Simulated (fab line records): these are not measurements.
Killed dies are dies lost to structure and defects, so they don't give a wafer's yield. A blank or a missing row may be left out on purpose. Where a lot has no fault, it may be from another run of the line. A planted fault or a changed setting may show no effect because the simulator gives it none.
Problem report in the 8D (eight disciplines) form, filled by code | flow nand harc | the parts of the form that need people (team, actions taken, sign-off) are left out

== 1. WHAT IS WRONG ==
raw defect count at NHARC_P_ZERO_WELL_INSPECT_43 reads a mean of 623 on 6 wafers of 2 lots; wafers without a fault read 13 with a standard deviation of 5.4. That is +99 or more standard deviations from the usual mean.
The first sign was on wafer L887.1 at day 5 05:31, on defect inspect-02. The record holds 39 wafers of 13 lots with a number at this step. The rule behind "out" and "out of limits": a value lying over 4 standard deviations away from the usual mean. The rest of the wafers with a number are treated as sound.

== 2. WHAT IT IS, AND WHAT IT ISN'T ==
question                    | is                     | is not
which readings at this step | raw defect count       | -
which lots                  | L887, L889             | L880, L881, L882, L883, L894, L895, L896, L899, L901, L902, L903
which wafers of those lots  | all that have a number | -
read on which gauges        | defect inspect-02      | defect inspect-01
when                        | from day 5 05:31       | up to then (12 sound wafers); but 21 sound wafers of L894, L895, L896, L899, L901, L902, L903 came after

== 3. SUSPECTS, AND WHAT RULES EACH OUT ==
Counting: a tool stays on the suspect list if, at a process step up to the reading, it processed all lots that are out and no sound lot following the first of them.
- the gauge at NHARC_P_ZERO_WELL_INSPECT_43 has been ruled out. All the wafers that are out were read on defect inspect-02, but those of them that NHARC_END_SORT_01 has rows for are out there too, on other tools.
- wet bench-03 at NHARC_P_ZERO_WELL_PRECLEAN_68 (cleans in SC1, time 60 s): kept. It processed each lot that is out, first L887 at day 5 04:27, and no sound lot thereafter; up to then, the last sound lot it processed was L880 at day 2 02:25.
After counting, what remains is wet bench-03 at NHARC_P_ZERO_WELL_PRECLEAN_68.

== 4. THE CAUSE (what the simulator had put in) ==
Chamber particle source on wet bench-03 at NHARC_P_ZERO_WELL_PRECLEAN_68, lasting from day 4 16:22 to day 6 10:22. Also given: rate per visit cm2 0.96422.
This tool alone remained once counting was done.

== 5. THE EFFECT CHAIN, in route order ==
Each row: a reading whose mean over the struck wafers that have a number lies more than 3 standard deviations from the usual. Readings are gone through only where the record gives a usual standard deviation; hours: the median, over the lots, of the time from a lot's start at the first step in this table giving one to that lot's start at this step; sigmas: the change measured in usual standard deviations.
hours | step                         | reading             | usual | on struck wafers | change | sigmas
0     | NHARC_P_ZERO_WELL_INSPECT_43 | raw defect count    | 13    | 623              | +610   | +99 or more
535   | NHARC_END_SORT_01            | killed at periphery | 4.2   | 80.5             | +76.3  | +28
535   | NHARC_END_SORT_01            | killed dies         | 58    | 143              | +85    | +4.7

== 6. WHAT WOULD HAVE CAUGHT IT SOONER ==
13 hours passed between the start of the fault at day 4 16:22 and the first reading out of limits at a measuring or inspecting step in this record, taken at day 5 05:31.
Lots out: 2; of these, L889 started NHARC_P_ZERO_WELL_PRECLEAN_68 on wet bench-03 after day 5 05:31. Holding the tool at that time would have saved it.
